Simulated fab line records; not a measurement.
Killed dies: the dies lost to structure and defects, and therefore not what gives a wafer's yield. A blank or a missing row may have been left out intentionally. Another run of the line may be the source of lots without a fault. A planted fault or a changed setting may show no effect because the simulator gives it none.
Lot-split experiment + flow n5-finfet + route with 1938 steps; 7 lots, 21 wafers read

ABOUT THE SPLIT
At N5_BEOL_M6_ETCH_62 (etches SOC in N2/H2, target depth 110 nm, overetch 22 nm, time 165 s), the setting bias-w was moved away from the recipe's 150 W on 5 of the 21 wafers read, by -11.3% to +12.4%. The other wafers ran this setting at the recipe's value.

The reading comes from the split's own step.

THE READING
rf-vpp-V, in V, at N5_BEOL_M6_ETCH_62 (etches SOC in N2/H2, target depth 110 nm, overetch 22 nm, time 165 s). On this fab line, fault-free wafers typically give 524.1 V with a standard deviation of 2.5 V.

| wafer  | tool, chamber at the split | bias-w as run, W | against the recipe | rf-vpp-V, V | against lot-mates on the recipe |
|--------|----------------------------|------------------|--------------------|-------------|---------------------------------|
| L080.2 | rie-diel-01, 3             | 161.1            | +7.4%              | 547.4       | +23.3                           |
| L080.3 | rie-diel-01, 2             | 161.1            | +7.4%              | 550.5       | +26.4                           |
| L080.4 | rie-diel-01, 0             | 150              | recipe             | 524.1       | -                               |
| L084.1 | rie-diel-01, 0             | 150              | recipe             | 523.0       | -                               |
| L084.3 | rie-diel-01, 3             | 150              | recipe             | 523.6       | -                               |
| L084.4 | rie-diel-01, 3             | 150              | recipe             | 520.9       | -                               |
| L091.2 | rie-diel-01, 0             | 150              | recipe             | 525.6       | -                               |
| L091.4 | rie-diel-01, 0             | 168.6            | +12.4%             | 563.5       | +37.6                           |
| L091.6 | rie-diel-01, 2             | 150              | recipe             | 526.1       | -                               |
| L093.1 | rie-diel-06, 0             | 150              | recipe             | 526.8       | -                               |
| L093.3 | rie-diel-06, 3             | 150              | recipe             | 525.4       | -                               |
| L093.5 | rie-diel-06, 3             | 150              | recipe             | 527.2       | -                               |
| L095.1 | rie-diel-06, 0             | 150              | recipe             | 527.3       | -                               |
| L095.3 | rie-diel-06, 3             | 150              | recipe             | 525.2       | -                               |
| L095.6 | rie-diel-06, 0             | 150              | recipe             | 526.5       | -                               |
| L096.1 | rie-diel-05, 1             | 133              | -11.3%             | 489.0       | -39.8                           |
| L096.2 | rie-diel-05, 2             | 150              | recipe             | 528.8       | -                               |
| L096.4 | rie-diel-05, 0             | 133              | -11.3%             | 479.2       | -49.6                           |
| L097.1 | rie-diel-01, 2             | 150              | recipe             | 525.6       | -                               |
| L097.2 | rie-diel-01, 0             | 150              | recipe             | 524.3       | -                               |
| L097.3 | rie-diel-01, 2             | 150              | recipe             | 525.5       | -                               |

FIT RESULTS
A straight line over all 21 wafers: rf-vpp-V changes by +3.38 V for each +1% of bias-w; r = +0.99; the points scatter about the line by 2.7 V.
The same after taking each lot's own level away (the mean of its wafers on the recipe; 21 wafers): +3.56 V for each +1%; r = +0.99; scatter 2.6 V.
According to that fit, moving bias-w by its largest amount changes the reading by 44 V.
The span of the lots' own levels, 522.50 to 528.80 V, comes to 2.5 times the standard deviation stated above.
The two slopes are in agreement: the lot-to-lot level therefore moves the slope only a little.
Check: with one of the wafers moved furthest among these (+12.4%) left out of the fit, the line predicts +46.1 V for it against its lot-mates. Against them it came out at +37.6 V.
Tool readings at the split's step, against how far the setting was moved: rf-vpp-V r = +0.99.

THE FILE'S OWN FIT
rf-vpp-V changes by +3.44 V for each +1% of bias-w, r = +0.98.
